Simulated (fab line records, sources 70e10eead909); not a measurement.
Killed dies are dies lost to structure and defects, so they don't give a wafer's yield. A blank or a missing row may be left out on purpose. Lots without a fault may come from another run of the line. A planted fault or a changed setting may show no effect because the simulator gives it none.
fab line records | flow nand_harc | part 2 of 2: steps 23 to 32 of 32
record lots=5 wafers=15 last_day=31
route steps=1302 shown P_GATE@170
lots that met no fault: from a run of the same line without faults
start_h: hours from the record's first day to the start of the lot's first wafer shown | wait_h: hours since the lot's step before | " the same as in the row above | L1.1+2: a row that stands for several wafers | - no value, or no start given | * or withheld: withheld | < > ~ a bound
route shown NAME@n: a module of which the file shows steps, and the number in the route of the first | usual: mean/standard deviation of fault-free wafers | same: alike in all rows | chamber/n: place in a boat | sites: the reading at each site | _std_site: their standard deviation | _edge_site: outer sites' mean less inner sites' | radius_mm: how far each site lies from the wafer's centre | mask NAME#n: copy n | behind: the tool/chamber that last shaped the wafer | hold: why the lot was held/for how many hours/how that ended | device: the transistor (n, p or np) that didn't switch | end of line: the same wafers' tests at the end of the route | a step without rows: its recipe alone | killed: dies lost to structure and defects at the first sort, not the wafer's yield | map: a wafer's dies, x killed, . not, _ none there
set.NAME: the setting as run; set.NAME@STEP: as run at that earlier step | model.NAME: the simulator's own value behind a step, which no gauge read
lots at some steps of the route; a table a step, a row a wafer
services: from which hour (start_h, from the record's first day; less than 0 if before it) a tool's chamber was out of use, for how many hours, and why
## steps
# step NHARC_P_GATE_DEHYDRATE_83
# recipe temp_c=150 time_s=120
# usual exhaust_pa=45.1/0.92 resist_line_temp_C=22.98/0.1
# columns lot.wafer tool chamber start_h wait_h exhaust_pa resist_line_temp_C
L075.3 litho_track-07 0 125.97 - 45.8 23.07
L075.5 " 0 " " 45.4 23.01
L075.6 " 0 " " 45.7 22.99
L077.2 litho_track-03 0 141.31 - 45.2 23.04
L077.3 " 0 " " 45.6 22.95
L077.4 " 0 " " 46.0 23.04
L079.3 litho_track-05 0 166.18 - 44.8 22.86
L079.4 " 0 " " 45.9 22.89
L079.5 " 0 " " 45.3 22.80
L085.1 litho_track-05 0 227.87 - 44.4 22.96
L085.3 " 0 " " 45.6 22.91
L085.5 " 0 " " 44.5 22.98
L091.3 litho_track-07 0 283.84 - 45.5 23.18
L091.5 " 0 " " 45.7 22.84
L091.6 " 0 " " 44.8 22.97
# step NHARC_P_GATE_HMDS_84
# recipe time_s=30
# usual exhaust_pa=45.1/0.92 resist_line_temp_C=22.97/0.1
# columns lot.wafer tool chamber start_h wait_h exhaust_pa resist_line_temp_C
L075.3 litho_track-07 0 - - 45.4 22.89
L075.5 " 0 " " 44.7 23.03
L075.6 " 0 " " 46.9 23.04
L077.2 litho_track-03 0 - - 45.4 23.11
L077.3 " 0 " " 44.8 23.11
L077.4 " 0 " " 45.0 22.91
L079.3 litho_track-05 0 - - 44.0 22.82
L079.4 " 0 " " 44.3 22.80
L079.5 " 0 " " 44.7 22.81
L085.1 litho_track-05 0 - - 46.1 23.16
L085.3 " 0 " " 45.5 23.07
L085.5 " 0 " " 45.3 23.01
L091.3 litho_track-07 0 - - 45.7 23.15
L091.5 " 0 " " 45.9 23.01
L091.6 " 0 " " 45.8 23.13
# step NHARC_P_GATE_COAT_85
# recipe spin_rpm=3000
# usual exhaust_pa=44.9/0.94 resist_line_temp_C=22.98/0.09
# columns lot.wafer tool chamber start_h wait_h exhaust_pa resist_line_temp_C
L075.3 litho_track-07 0 - - 45.2 22.97
L075.5 " 0 " " 45.6 23.09
L075.6 " 0 " " 44.9 22.98
L077.2 litho_track-03 0 - - 44.8 22.99
L077.3 " 0 " " 46.8 22.80
L077.4 " 0 " " 45.9 22.95
L079.3 litho_track-05 0 - - 44.3 22.89
L079.4 " 0 " " 45.7 23.05
L079.5 " 0 " " 45.7 23.23
L085.1 litho_track-05 0 - - 46.5 23.01
L085.3 " 0 " " 45.6 22.97
L085.5 " 0 " " 44.9 23.00
L091.3 litho_track-07 0 - - 44.0 22.87
L091.5 " 0 " " 45.1 23.04
L091.6 " 0 " " 44.4 22.98
# step NHARC_P_GATE_SOFTBAKE_86
# recipe temp_c=122 time_s=95
# usual exhaust_pa=45.0/0.93 resist_line_temp_C=23.02/0.1
# columns lot.wafer tool chamber start_h wait_h exhaust_pa resist_line_temp_C
L075.3 litho_track-07 0 - - 46.2 23.02
L075.5 " 0 " " 47.1 22.99
L075.6 " 0 " " 45.2 22.96
L077.2 litho_track-03 0 - - 45.0 23.05
L077.3 " 0 " " 44.1 23.15
L077.4 " 0 " " 44.1 23.07
L079.3 litho_track-05 0 - - 45.2 23.09
L079.4 " 0 " " 43.6 22.96
L079.5 " 0 " " 44.4 23.11
L085.1 litho_track-05 0 - - 44.8 23.07
L085.3 " 0 " " 45.9 22.97
L085.5 " 0 " " 45.7 22.97
L091.3 litho_track-07 0 - - 42.9 22.88
L091.5 " 0 " " 45.1 22.91
L091.6 " 0 " " 45.5 22.93
# step NHARC_P_GATE_EBR_87
# usual exhaust_pa=45.2/0.83 resist_line_temp_C=23.00/0.11
# columns lot.wafer tool chamber start_h wait_h exhaust_pa resist_line_temp_C
L075.3 litho_track-07 0 - - 45.5 23.08
L075.5 " 0 " " 45.9 23.02
L075.6 " 0 " " 44.0 23.06
L077.2 litho_track-03 0 - - 43.5 22.92
L077.3 " 0 " " 45.5 22.85
L077.4 " 0 " " 46.1 23.03
L079.3 litho_track-05 0 - - 45.5 23.22
L079.4 " 0 " " 44.6 23.13
L079.5 " 0 " " 45.6 23.13
L085.1 litho_track-05 0 - - 44.4 22.98
L085.3 " 0 " " 44.7 23.00
L085.5 " 0 " " 44.8 23.05
L091.3 litho_track-07 0 - - 45.2 22.79
L091.5 " 0 " " 45.2 22.86
L091.6 " 0 " " 44.8 22.90
# step NHARC_P_GATE_EXPOSE_88
# recipe na=0.6 target_cd_nm=2000 dose_mj=11.87 mask_id=P_HVN
# usual stage_vel_mm_s=500.05/0.26
# columns lot.wafer tool chamber start_h wait_h mask stage_vel_mm_s
L075.3 krf_scanner-04 0 126.25 - P_HVN#0 499.98
L075.5 " 0 " " P_HVN#0 499.93
L075.6 " 0 " " P_HVN#0 500.35
L077.2 krf_scanner-04 0 141.46 - P_HVN#0 500.22
L077.3 " 0 " " P_HVN#0 500.22
L077.4 " 0 " " P_HVN#0 499.88
L079.3 krf_scanner-04 0 166.33 - P_HVN#0 500.04
L079.4 " 0 " " P_HVN#0 499.88
L079.5 " 0 " " P_HVN#0 499.83
L085.1 krf_scanner-02 0 228.01 - P_HVN#0 499.86
L085.3 " 0 " " P_HVN#0 500.08
L085.5 " 0 " " P_HVN#0 500.14
L091.3 krf_scanner-04 0 284.12 - P_HVN#0 499.58
L091.5 " 0 " " P_HVN#0 500.30
L091.6 " 0 " " P_HVN#0 500.19
# step NHARC_P_GATE_PEB_89
# recipe peb_temp_c=118 peb_time_s=85
# usual exhaust_pa=45.1/0.89 resist_line_temp_C=22.99/0.12
# columns lot.wafer tool chamber start_h wait_h exhaust_pa resist_line_temp_C
L075.3 litho_track-03 0 126.31 0.1 45.3 22.83
L075.5 " 0 " " 45.0 23.01
L075.6 " 0 " " 43.4 22.91
L077.2 litho_track-03 0 141.52 0.1 46.4 23.08
L077.3 " 0 " " 44.7 23.08
L077.4 " 0 " " 47.0 23.15
L079.3 litho_track-03 0 166.39 0.1 44.9 23.10
L079.4 " 0 " " 45.5 23.08
L079.5 " 0 " " 45.5 23.13
L085.1 litho_track-07 0 228.08 0.1 45.9 22.97
L085.3 " 0 " " 45.3 22.97
L085.5 " 0 " " 45.8 23.08
L091.3 litho_track-05 0 284.17 0.1 44.0 22.96
L091.5 " 0 " " 43.8 22.91
L091.6 " 0 " " 44.9 23.09
# step NHARC_P_GATE_DEVELOP_90
# recipe time_s=70
# usual exhaust_pa=45.0/0.86 resist_line_temp_C=23.00/0.12
# columns lot.wafer tool chamber start_h wait_h exhaust_pa resist_line_temp_C
L075.3 litho_track-03 0 - - 45.5 23.08
L075.5 " 0 " " 45.2 23.08
L075.6 " 0 " " 44.6 23.10
L077.2 litho_track-03 0 - - 45.2 23.00
L077.3 " 0 " " 44.5 22.96
L077.4 " 0 " " 45.4 23.18
L079.3 litho_track-03 0 - - 45.6 23.02
L079.4 " 0 " " 45.8 22.85
L079.5 " 0 " " 47.0 22.70
L085.1 litho_track-07 0 - - 45.3 23.11
L085.3 " 0 " " 44.5 23.14
L085.5 " 0 " " 44.4 23.03
L091.3 litho_track-05 0 - - 44.8 23.03
L091.5 " 0 " " 44.2 23.02
L091.6 " 0 " " 45.4 22.95
# step NHARC_P_GATE_CD_MEAS_91
# recipe target_cd_nm=2000 landing_energy_ev=500
# usual cd_nm=1999.6/1.3
# same landing_energy_ev=500
# columns lot.wafer tool chamber start_h wait_h cd_nm
L075.3 cd_sem-03 0 126.40 - 2001.1
L075.5 " 0 " " 1999.4
L075.6 " 0 " " 2002.0
L077.2 cd_sem-03 0 141.61 - 1998.3
L077.3 " 0 " " 1997.3
L077.4 " 0 " " 2000.0
L079.3 cd_sem-02 0 166.48 - 1999.5
L079.4 " 0 " " 1999.8
L079.5 " 0 " " 2001.3
L085.1 cd_sem-02 0 228.17 - 1999.9
L085.3 " 0 " " 1999.0
L085.5 " 0 " " 1999.6
L091.3 cd_sem-03 0 284.27 - 2001.7
L091.5 " 0 " " 2000.8
L091.6 " 0 " " 2001.3
# step NHARC_P_GATE_HARDBAKE_92
# recipe temp_c=125 time_s=80
# usual exhaust_pa=45.1/1 resist_line_temp_C=23.04/0.12
# columns lot.wafer tool chamber start_h wait_h exhaust_pa resist_line_temp_C
L075.3 litho_track-03 0 126.48 - 46.2 23.06
L075.5 " 0 " " 45.3 22.92
L075.6 " 0 " " 46.3 22.84
L077.2 litho_track-05 0 141.69 - 45.6 23.14
L077.3 " 0 " " 45.6 23.11
L077.4 " 0 " " 45.9 23.11
L079.3 litho_track-05 0 166.56 - 46.5 23.05
L079.4 " 0 " " 46.3 23.03
L079.5 " 0 " " 44.8 23.10
L085.1 litho_track-07 0 228.25 - 45.8 23.00
L085.3 " 0 " " 43.9 22.86
L085.5 " 0 " " 45.4 22.93
L091.3 litho_track-03 0 284.35 - 43.2 23.11
L091.5 " 0 " " 44.6 23.26
L091.6 " 0 " " 44.8 23.10
## services
# columns tool chamber start_h hours kind
litho_track-03 - 100.00 7.0 pm
implanter-02 - 120.77 0.8 repair
implanter-01 - 120.78 2.8 repair
litho_track-05 - 124.00 7.0 pm
rie_diel-10 2 132.29 2.6 repair
plasma_asher-01 - 134.91 9.2 repair
implanter-02 - 146.00 13.0 pm
krf_scanner-04 - 161.83 2.0 repair
plasma_asher-01 - 165.00 9.0 pm
krf_scanner-04 - 182.00 4.0 pm
plasma_asher-02 - 196.08 9.7 repair
wet_bench-03 - 210.40 8.0 pm
plasma_asher-01 - 212.67 0.5 repair
implanter-01 - 221.93 2.2 repair
implanter-02 - 227.33 0.8 repair
rie_diel-10 - 242.50 9.0 pm
implanter-01 - 243.91 2.3 repair
plasma_asher-02 - 249.23 9.0 pm
litho_track-07 - 251.00 7.0 pm
rie_diel-10 - 261.09 1.0 repair
implanter-01 - 271.62 4.7 repair
litho_track-03 - 275.00 7.0 pm
plasma_asher-02 - 277.03 2.8 repair
implanter-02 - 283.60 1.7 repair
